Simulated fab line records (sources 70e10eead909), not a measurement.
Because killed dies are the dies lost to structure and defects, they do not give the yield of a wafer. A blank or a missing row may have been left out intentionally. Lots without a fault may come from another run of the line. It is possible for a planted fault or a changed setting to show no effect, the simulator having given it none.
fab line records	flow nandHarc
[record] lots = 11	wafers = 33	lastDay = 35
route steps=1302 shown A_CHANNEL_HOLE_D2@591 END@1302
lots that met no fault: taken from a fault-free run of the same line
startH: hours from the record's opening day to when the first of the lot's shown wafers began	waitH: time in hours since the lot's previous step	" same as the row above	L1.1+2: one row covering several wafers at once	- no value, or no start was given	* or withheld: withheld	< > ~ a bound
route shown NAME@n: names a module that has steps shown in the file, with the first one's number in the route	usual: mean and standard deviation over wafers with no fault	same: alike in all rows	chamber/n: place in a boat	sites: per-site readings	_std_site: the standard deviation of these	_edge_site: the outer-site mean with the inner-site mean subtracted	radiusMm: for every site, how far away it sits from the centre of the wafer	mask NAME#n: copy n	behind: the most recent tool/chamber to have shaped the wafer	hold: the reason the lot was held/the length of the hold in hours/how it ended	device: transistor that didn't switch, given as n, p or np	end of line: the same wafers' tests at the end of the route	a step with no rows: only its recipe	killed: at the first sort, the dies lost to defects and structure; wafer yield is something else	map: a wafer's dies, marking killed ones x, the rest . and places with no die _
set.NAME: setting as actually run; set.NAME@STEP: the setting as run at that earlier step	model.NAME: the simulator's own value behind a step, which no gauge read
route steps across a sampled set of lots; one table per step, one row per wafer
services: the hour from which a tool's chamber was out of use, counted from the record's first day as startH (under 0 if before that day), plus the number of hours and why
[[steps]]
[step NHARC_A_CHANNEL_HOLE_D2_ETCH_19]
[recipe] biasV = 1200	sourceW = 2500	pressureMtorr = 15	timeS = 34.5	arFlowSccm = 375	c4f8FlowSccm = 28.8	o2FlowSccm = 96.2	tempC = -20	targetDepthA = *	chemistry = C4F8/O2/Ar
[usual] biasV = 1200/12	c4f8FlowSccm = 28.80/0.091	drypumpMotorCurrentA = 5.5/0.49	rfFwdPowerW = 2440/8.2	showerheadPlenumPTorr = 3.69/0.14	throttleValvePct = 37.038/0.0097
lot.wafer	tool	chamber	startH	waitH	biasV	c4f8FlowSccm	drypumpMotorCurrentA	rfFwdPowerW	rfHoursCounterH	showerheadPlenumPTorr	throttleValvePct
L687.4	harEtch-01	1	293.40	0.1	1191	28.86	5.9	2443	-	3.62	37.034
L687.3	"	0	"	"	1195	28.78	6.0	2448	-	3.74	37.052
L687.6	"	0	"	"	1174	28.85	6.0	2458	-	3.74	37.036
L690.1	harEtch-01	1	326.98	1.2	1204	28.76	5.9	2444	180	3.60	37.031
L690.2	"	0	"	"	1196	28.77	6.0	2455	180	3.73	37.042
L690.3	"	0	"	"	1216	28.82	6.0	2441	-	3.73	37.026
L698.2	harEtch-01	1	408.19	1.2	1190	28.85	5.8	2430	233	3.58	37.039
L698.3	"	0	"	"	1221	28.80	6.0	2449	-	3.70	37.052
L698.5	"	1	"	"	1208	28.69	5.8	2424	-	3.58	37.041
L700.1	harEtch-01	1	429.78	0.1	-	-	-	-	-	-	-
L700.2	"	0	"	"	-	-	-	-	-	-	-
L700.4	"	0	"	"	-	-	-	-	-	-	-
L701.1	harEtch-02	0	429.95	0.1	-	-	-	-	-	-	-
L701.5	"	0	"	"	-	-	-	-	-	-	-
L701.6	"	1	"	"	-	-	-	-	-	-	-
L699.2	harEtch-01	0	433.95	2.3	-	-	-	-	-	-	-
L699.3	"	0	"	"	-	-	-	-	-	-	-
L699.5	"	0	"	"	-	-	-	-	-	-	-
L702.2	harEtch-02	0	450.16	0.1	1204	28.68	5.0	2442	30	3.74	37.035
L702.3	"	1	"	"	1215	28.72	4.9	2440	-	3.97	37.039
L702.6	"	0	"	"	1185	28.76	5.0	2434	-	3.74	37.035
L703.1	harEtch-02	1	459.21	0.1	1186	28.77	4.9	2445	34	3.97	37.018
L703.4	"	0	"	"	1198	28.85	5.0	2431	-	3.73	37.034
L703.5	"	1	"	"	1169	28.78	4.9	2443	-	3.97	37.037
L704.1	harEtch-01	1	484.16	2.8	1204	28.86	5.9	2443	275	3.55	37.036
L704.3	"	0	"	"	1189	28.69	6.0	2443	-	3.67	37.046
L704.5	"	1	"	"	1213	28.98	5.9	2432	-	3.55	37.042
L707.3	harEtch-02	1	515.52	0.1	1201	28.75	4.8	2430	-	3.95	37.032
L707.6	"	0	"	"	1198	28.70	5.0	2444	-	3.72	37.047
L707.5	"	1	"	"	1223	28.81	4.9	2451	-	3.95	37.025
L708.2	harEtch-02	1	519.64	2.3	1222	28.78	4.9	2441	69	3.94	37.052
L708.3	"	0	"	"	1195	28.99	5.0	2440	-	3.72	37.043
L708.5	"	1	"	"	1204	28.69	4.9	2436	-	3.94	37.051
[step NHARC_A_CHANNEL_HOLE_D2_ETCH_21]
[recipe] biasV = 3000	sourceW = withheld	pressureMtorr = 20	timeS = 514.3	arFlowSccm = 375	c4f8FlowSccm = 89.3	o2FlowSccm = 35.7	tempC = -20	targetDepthA = 16000	chemistry = C4F8/O2/Ar
[usual] c4f8FlowSccm = 89.27/0.25	chamberPressureMTorr = 20.001/0.017	drypumpMotorCurrentA = 5.5/0.5	showerheadPlenumPTorr = 3.65/0.13	throttleValvePct = 32.153/0.0084
lot.wafer	tool	chamber	startH	waitH	c4f8FlowSccm	chamberPressureMTorr	drypumpMotorCurrentA	rfHoursCounterH	showerheadPlenumPTorr	throttleValvePct
L687.4	harEtch-01	1	293.94	0.3	89.34	19.991	5.9	-	3.58	32.146
L687.3	"	0	"	"	89.43	19.988	6.0	-	3.70	32.153
L687.6	"	0	"	"	89.56	20.016	6.0	-	3.70	32.171
L690.1	harEtch-01	1	327.41	0.3	89.31	19.991	5.9	180	3.57	32.142
L690.2	"	0	"	"	88.72	20.026	6.0	180	3.69	32.149
L690.3	"	0	"	"	89.62	19.998	6.0	-	3.69	32.143
L698.2	harEtch-01	1	408.68	0.3	89.16	20.011	5.8	233	3.54	32.156
L698.3	"	0	"	"	89.37	20.025	6.0	-	3.66	32.159
L698.5	"	1	"	"	89.19	19.997	5.8	-	3.54	32.143
L700.1	harEtch-01	1	430.21	0.3	89.39	20.026	5.9	245	3.53	32.156
L700.2	"	0	"	"	89.69	19.983	6.0	245	3.65	32.148
L700.4	"	0	"	"	89.23	20.000	6.0	-	3.65	32.158
L701.1	harEtch-02	0	430.37	0.3	89.57	19.995	5.0	23	3.70	32.159
L701.5	"	0	"	"	89.61	19.974	5.0	-	3.70	32.156
L701.6	"	1	"	"	88.69	20.013	4.8	-	3.92	32.169
L699.2	harEtch-01	0	434.37	0.3	89.12	19.989	6.0	249	3.65	32.153
L699.3	"	0	"	"	89.38	19.973	6.0	-	3.65	32.166
L699.5	"	0	"	"	89.21	19.995	6.0	-	3.65	32.153
L702.2	harEtch-02	0	450.59	0.3	89.10	20.009	5.0	31	3.69	32.155
L702.3	"	1	"	"	89.66	19.994	4.9	-	3.92	32.148
L702.6	"	0	"	"	89.12	20.013	5.0	-	3.69	32.147
L703.1	harEtch-02	1	459.69	0.3	89.18	20.004	4.9	35	3.91	32.137
L703.4	"	0	"	"	88.92	19.994	5.0	-	3.69	32.169
L703.5	"	1	"	"	89.56	19.989	4.9	-	3.91	32.153
L704.1	harEtch-01	1	484.64	0.3	89.81	19.992	5.8	276	3.52	32.168
L704.3	"	0	"	"	89.25	19.978	6.0	-	3.63	32.149
L704.5	"	1	"	"	89.15	19.995	5.9	-	3.52	32.156
L707.3	harEtch-02	1	516.12	0.3	89.32	20.014	4.9	-	3.90	32.152
L707.6	"	0	"	"	89.73	20.023	5.0	-	3.68	32.154
L707.5	"	1	"	"	89.22	20.005	4.8	-	3.90	32.157
L708.2	harEtch-02	1	520.07	0.3	89.00	19.998	4.8	69	3.89	32.165
L708.3	"	0	"	"	89.06	19.974	5.0	-	3.67	32.175
L708.5	"	1	"	"	88.80	20.026	4.9	-	3.89	32.152
[step NHARC_A_CHANNEL_HOLE_D2_ETCH_24]
[recipe] biasV = 5000	sourceW = withheld	pressureMtorr = 20	timeS = 906.2	arFlowSccm = 375	c4f8FlowSccm = 93.8	o2FlowSccm = 31.2	tempC = -20	targetDepthA = 15000	chemistry = C4F8/O2/Ar
[usual] c4f8FlowSccm = 93.77/0.26	chamberPressureMTorr = 20.000/0.019	drypumpMotorCurrentA = 5.5/0.5	showerheadPlenumPTorr = 3.64/0.13	throttleValvePct = 32.235/0.0094
lot.wafer	tool	chamber	startH	waitH	c4f8FlowSccm	chamberPressureMTorr	drypumpMotorCurrentA	rfHoursCounterH	showerheadPlenumPTorr	throttleValvePct
L687.4	harEtch-01	1	295.76	0.6	93.59	19.960	5.8	-	3.57	32.229
L687.3	"	0	"	"	93.79	19.977	6.0	-	3.69	32.230
L687.6	"	0	"	"	93.68	20.035	6.0	-	3.69	32.237
L690.1	harEtch-01	1	329.13	0.6	93.64	20.012	5.9	182	3.56	32.212
L690.2	"	0	"	"	93.98	19.994	6.0	182	3.68	32.240
L690.3	"	0	"	"	93.01	19.993	6.0	-	3.68	32.226
L698.2	harEtch-01	1	410.43	0.6	93.63	20.020	5.9	235	3.53	32.239
L698.3	"	0	"	"	93.79	20.017	6.0	-	3.65	32.239
L698.5	"	1	"	"	94.08	20.007	5.9	-	3.53	32.240
L700.1	harEtch-01	1	431.91	0.6	93.73	19.972	5.8	247	3.53	32.227
L700.2	"	0	"	"	93.67	20.016	6.0	247	3.65	32.235
L700.4	"	0	"	"	93.62	20.030	6.0	-	3.65	32.218
L701.1	harEtch-02	0	432.08	0.6	93.80	20.022	5.0	25	3.69	32.220
L701.5	"	0	"	"	93.70	20.009	5.0	-	3.69	32.219
L701.6	"	1	"	"	93.87	20.014	4.9	-	3.91	32.221
L699.2	harEtch-01	0	436.09	0.6	93.82	20.005	6.0	251	3.64	32.239
L699.3	"	0	"	"	93.86	20.004	6.0	-	3.64	32.233
L699.5	"	0	"	"	93.85	20.006	6.0	-	3.64	32.238
L702.2	harEtch-02	0	452.30	0.6	94.09	19.979	5.0	33	3.69	32.227
L702.3	"	1	"	"	93.94	20.004	4.9	-	3.91	32.219
L702.6	"	0	"	"	93.59	19.998	5.0	-	3.69	32.238
L703.1	harEtch-02	1	461.45	0.6	93.56	20.026	4.8	36	3.91	32.240
L703.4	"	0	"	"	94.17	20.004	5.0	-	3.69	32.250
L703.5	"	1	"	"	93.86	19.993	4.8	-	3.91	32.239
L704.1	harEtch-01	1	486.40	0.6	93.54	20.003	5.8	277	3.51	32.226
L704.3	"	0	"	"	93.42	20.019	6.1	-	3.63	32.233
L704.5	"	1	"	"	93.60	20.051	5.9	-	3.51	32.229
L707.3	harEtch-02	1	517.99	0.6	93.54	19.967	4.9	-	3.89	32.249
L707.6	"	0	"	"	93.55	20.010	5.1	-	3.67	32.249
L707.5	"	1	"	"	93.70	20.019	4.9	-	3.89	32.240
L708.2	harEtch-02	1	521.78	0.6	94.15	19.995	4.8	71	3.89	32.232
L708.3	"	0	"	"	93.75	19.998	5.0	-	3.67	32.237
L708.5	"	1	"	"	93.96	20.038	4.8	-	3.89	32.235
[step NHARC_A_CHANNEL_HOLE_D2_ETCH_26]
[recipe] biasV = 300	sourceW = 2000	pressureMtorr = 30	timeS = 224.1	arFlowSccm = 375	c4f8FlowSccm = 11.4	o2FlowSccm = 113.6	tempC = -20	targetDepthA = 3000	chemistry = C4F8/O2/Ar
[usual] biasV = 299.5/2.9	c4f8FlowSccm = 11.41/0.033	drypumpMotorCurrentA = 5.5/0.49	showerheadPlenumPTorr = 3.69/0.14	throttleValvePct = 24.585/0.0093
lot.wafer	tool	chamber	startH	waitH	biasV	c4f8FlowSccm	drypumpMotorCurrentA	rfHoursCounterH	showerheadPlenumPTorr	throttleValvePct
L687.4	harEtch-01	1	297.22	0.5	298.3	11.39	5.9	-	3.62	24.584
L687.3	"	0	"	"	298.7	11.42	6.0	-	3.74	24.596
L687.6	"	0	"	"	297.1	11.41	6.0	-	3.74	24.598
L690.1	harEtch-01	1	330.78	0.7	304.5	11.35	5.8	183	3.60	24.579
L690.2	"	0	"	"	303.0	11.39	6.0	183	3.73	24.587
L690.3	"	0	"	"	298.0	11.34	6.0	-	3.73	24.583
L698.2	harEtch-01	1	411.99	0.6	298.0	11.40	5.9	237	3.57	24.575
L698.3	"	0	"	"	300.6	11.44	6.0	-	3.70	24.584
L698.5	"	1	"	"	301.3	11.39	5.9	-	3.57	24.585
L700.1	harEtch-01	1	433.56	0.7	294.0	11.38	5.9	248	3.57	24.589
L700.2	"	0	"	"	300.2	11.39	6.0	248	3.69	24.569
L700.4	"	0	"	"	295.4	11.37	6.0	-	3.69	24.584
L701.1	harEtch-02	0	433.73	0.7	301.0	11.45	5.0	26	3.74	24.593
L701.5	"	0	"	"	303.5	11.44	5.0	-	3.74	24.582
L701.6	"	1	"	"	301.8	11.35	4.9	-	3.98	24.580
L699.2	harEtch-01	0	437.74	0.7	296.6	11.40	6.0	252	3.69	24.576
L699.3	"	0	"	"	298.5	11.44	6.0	-	3.69	24.576
L699.5	"	0	"	"	300.1	11.40	6.0	-	3.69	24.586
L702.2	harEtch-02	0	453.96	0.7	302.1	11.42	5.0	34	3.74	24.569
L702.3	"	1	"	"	300.7	11.40	4.9	-	3.97	24.580
L702.6	"	0	"	"	301.1	11.47	5.0	-	3.74	24.588
L703.1	harEtch-02	1	463.00	0.6	302.9	11.43	4.8	38	3.97	24.582
L703.4	"	0	"	"	298.0	11.43	5.0	-	3.74	24.587
L703.5	"	1	"	"	297.9	11.42	4.9	-	3.97	24.588
L704.1	harEtch-01	1	487.96	0.6	303.5	11.38	5.9	279	3.55	24.587
L704.3	"	0	"	"	302.3	11.42	6.0	-	3.68	24.580
L704.5	"	1	"	"	307.2	11.38	5.9	-	3.55	24.598
L707.3	harEtch-02	1	519.35	0.4	300.6	11.42	4.9	-	3.95	24.601
L707.6	"	0	"	"	301.7	11.41	5.0	-	3.72	24.589
L707.5	"	1	"	"	298.6	11.40	4.9	-	3.95	24.583
L708.2	harEtch-02	1	523.42	0.7	299.2	11.40	4.8	72	3.95	24.574
L708.3	"	0	"	"	304.3	11.45	5.0	-	3.72	24.604
L708.5	"	1	"	"	296.4	11.45	4.9	-	3.95	24.575
[step NHARC_END_SORT_01]
[recipe] tempC = 25
[usual] killedAtArray = 62/22	killedAtOther = 1.0/1.4	killedAtPeriphery = 4.2/2.8	killedDies = 67/23	killedOpen = 3.1/1.7	killedShort = 2.1/1.5
[same] grossDies = 677
lot.wafer	tool	chamber	startH	waitH	killedAtArray	killedAtOther	killedAtPeriphery	killedDies	killedOpen	killedShort
L700.1	prober-01	0	706.43	2.5	676	0	1	677	0	1
L700.2	prober-01	0	707.23	2.8	673	0	4	677	4	2
L700.4	prober-01	0	708.83	3.4	674	0	3	677	1	3
L699.2	prober-02	0	707.24	2.8	672	0	5	677	4	1
L699.3	prober-02	0	708.04	3.1	673	0	4	677	1	0
L699.5	prober-02	0	709.65	3.7	669	0	8	677	2	7
L701.1	prober-01	0	714.24	2.5	676	1	0	677	0	3
L701.5	prober-01	0	717.43	3.7	674	0	3	677	3	2
L701.6	prober-01	0	718.22	4.0	675	1	1	677	4	2
// killed by level:class
L700.1 A_CHANNEL_HOLE_D2:areaEtch=615 A_CHANNEL_HOLE_D2:chamberFilmFlake=37 A_CHANNEL_HOLE_D1:chamberFilmFlake=14 A_SLIT:chamberFilmFlake=3 A_STAIRCASE:chamberFilmFlake=2 A_CONTACT:chamberFilmFlake=2 A_WL_FILL:geometricParticle:short=1 P_GATE:chamberFilmFlake=1
L700.2 A_CHANNEL_HOLE_D2:areaEtch=620 A_CHANNEL_HOLE_D2:chamberFilmFlake=27 A_CHANNEL_HOLE_D1:chamberFilmFlake=12 A_CONTACT:chamberFilmFlake=5 A_SLIT:chamberFilmFlake=4 P_CONTACT:geometricParticle:open=2 P_STI:geometricParticle:open=1 A_ONON_D2:geometricParticle:short=1
L699.2 A_CHANNEL_HOLE_D2:areaEtch=595 A_CHANNEL_HOLE_D1:chamberFilmFlake=31 A_CHANNEL_HOLE_D2:chamberFilmFlake=30 A_CHANNEL_FILL_D1:chamberFilmFlake=3 A_SGD_CUT:chamberFilmFlake=3 A_SLIT:chamberFilmFlake=3 P_GATE:chamberFilmFlake=2 A_CONTACT:chamberFilmFlake=2
L699.3 A_CHANNEL_HOLE_D2:areaEtch=608 A_CHANNEL_HOLE_D2:chamberFilmFlake=26 A_CHANNEL_HOLE_D1:chamberFilmFlake=24 A_SLIT:chamberFilmFlake=5 A_SGD_CUT:chamberFilmFlake=3 P_STI:chamberFilmFlake=2 A_STAIRCASE:chamberFilmFlake=2 A_WL_FILL:chamberFilmFlake=2
L700.4 A_CHANNEL_HOLE_D2:areaEtch=625 A_CHANNEL_HOLE_D2:chamberFilmFlake=29 A_CHANNEL_HOLE_D1:chamberFilmFlake=11 A_CONTACT:chamberFilmFlake=4 P_CONTACT:geometricParticle:short=2 A_WL_FILL:chamberFilmFlake=2 A_ONON_D1:geometricParticle:short=1 A_WL_FILL:geometricParticle:open=1
L699.5 A_CHANNEL_HOLE_D2:areaEtch=604 A_CHANNEL_HOLE_D1:chamberFilmFlake=27 A_CHANNEL_HOLE_D2:chamberFilmFlake=22 A_SGD_CUT:chamberFilmFlake=4 P_GATE:chamberFilmFlake=3 A_CHANNEL_FILL_D1:geometricParticle:short=2 A_WL_FILL:geometricParticle:short=2 P_STI:chamberFilmFlake=2
L701.1 A_CHANNEL_HOLE_D2:areaEtch=598 A_SLIT:chamberFilmFlake=39 A_CHANNEL_HOLE_D1:chamberFilmFlake=28 A_STAIRCASE:chamberFilmFlake=4 A_CONTACT:chamberFilmFlake=4 A_ONON_D1:geometricParticle:short=1 A_CHANNEL_FILL_D1:geometricParticle:short=1 A_ONON_D2:geometricParticle:short=1
L701.5 A_CHANNEL_HOLE_D2:areaEtch=595 A_SLIT:chamberFilmFlake=35 A_CHANNEL_HOLE_D1:chamberFilmFlake=31 A_CONTACT:chamberFilmFlake=6 A_ONON_D1:geometricParticle:open=2 P_BONDPAD:chamberFilmFlake=2 A_SGD_CUT:chamberFilmFlake=2 P_CONTACT:geometricParticle:open=1
L701.6 A_CHANNEL_HOLE_D2:areaEtch=593 A_SLIT:chamberFilmFlake=34 A_CHANNEL_HOLE_D1:chamberFilmFlake=32 A_STAIRCASE:chamberFilmFlake=4 A_CONTACT:chamberFilmFlake=4 A_ONON_D2:geometricParticle:open=2 A_WL_FILL:chamberFilmFlake=2 A_CHANNEL_FILL_D2:geometricParticle:short=1
[[services]]
tool	chamber	startH	hours	kind
harEtch-02	-	380.54	17.0	pm
harEtch-02	0	380.54	17.0	ventCycle
harEtch-02	1	380.54	17.0	ventCycle
harEtch-02	0	397.54	-	clean
harEtch-02	0	397.54	-	consumableReplace:focusRing
harEtch-02	1	397.54	-	clean
harEtch-02	1	397.54	-	consumableReplace:esc
harEtch-02	1	397.54	-	consumableReplace:focusRing
harEtch-02	1	397.54	-	consumableReplace:showerhead
[[key]]
[firstSign] step = NHARC_A_CHANNEL_HOLE_D2_ETCH_19	reading = toolRecord	direction = missing
[effect] step = NHARC_END_SORT_01	reading = killedAtArray	direction = up	sigmas = 27	usual = 62	struck = 674
[moreKillsBornAt] NHARC_A_CHANNEL_HOLE_D2_ETCH_19@harEtch-01 = 3667	NHARC_A_CHANNEL_HOLE_D2_ETCH_19@harEtch-02 = 1786
metAt NHARC_A_CHANNEL_HOLE_D2_ETCH_19
struckLots L699,L700,L701
laterRowsLeftOut L699.2,L699.3,L699.5,L700.1,L700.2,L700.4,L701.1,L701.5,L701.6
testerLeftOut L699,L700,L701
notActingAt NHARC_A_CHANNEL_HOLE_D2_ETCH_21,NHARC_A_CHANNEL_HOLE_D2_ETCH_24,NHARC_A_CHANNEL_HOLE_D2_ETCH_26
onsetBetween 408.19 429.78
[fault] kind = skippedStepWhole	tool = harEtch-01,harEtch-02	chamber = -	onsetH = 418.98	steps = NHARC_A_CHANNEL_HOLE_D2_ETCH_19	scope = struckLotsOnly
// testerLeftOut: of these lots the tester's yield and bins aren't shown, on N5 and GAA mostly nor the transistor test; their killed dies are dies lost to structure and defects alone, not to doping, threshold or leakage, so they don't give the yield
// laterRowsLeftOut: the simulator's readings of these wafers behind a module that went badly wrong aren't trusted and aren't shown, but for the sort
